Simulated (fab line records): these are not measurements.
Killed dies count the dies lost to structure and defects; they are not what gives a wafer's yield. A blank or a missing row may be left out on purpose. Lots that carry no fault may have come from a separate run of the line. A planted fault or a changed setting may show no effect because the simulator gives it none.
Matching of chambers | flow nand-harc | NHARC_A_STAIRCASE_DEP_259 on pecvd-04 has 3 sister chambers
The step deposits SiON, target thk 30 nm. 3 wafers are shown with their chamber, then 9 later ones without.

== WAFERS WITH THEIR CHAMBER ==
wafer  | chamber | heater-power-w (W)
L081.6 | 1       | 692
L083.2 | 0       | 576
L083.4 | 2       | 666

== WAFERS WITHOUT THEIR CHAMBER ==
wafer  | heater-power-w (W)
L094.1 | 606
L094.4 | 716
L094.5 | 674
L096.1 | 581
L096.3 | 781
L096.6 | 686
L097.2 | 582
L097.4 | 750
L097.5 | 556

== EACH ONE'S CHAMBER ==
wafer  | from the rows above          | in truth
L094.1 | can't be placed: 0 or 2 or 1 | 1
L094.4 | can't be placed: 1 or 2      | 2
L094.5 | can't be placed: 2 or 1      | 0
L096.1 | 0                            | 0
L096.3 | can't be placed: 1 or 2      | 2
L096.6 | can't be placed: 1 or 2      | 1
L097.2 | 0                            | 0
L097.4 | can't be placed: 1 or 2      | 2
L097.5 | 0                            | 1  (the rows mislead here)
Correctly placed: 2 of 9. Not placeable from these rows: 6 (in 5, the candidates include the true chamber). Placed wrongly: 1.
How it was worked out, from the rows above alone: a wafer's distance from a chamber is the root of the sum, over the readings, of the square of ((its reading less the chamber's mean) divided by the reading's scatter). If the next closest chamber is less than 2 further off than the closest, the wafer can't be placed; otherwise it belongs to the closest. A chamber's mean is the mean of its shown wafers. The scatter: root of mean squared gap, hidden wafer to nearest shown wafer, with one shown wafer a chamber.
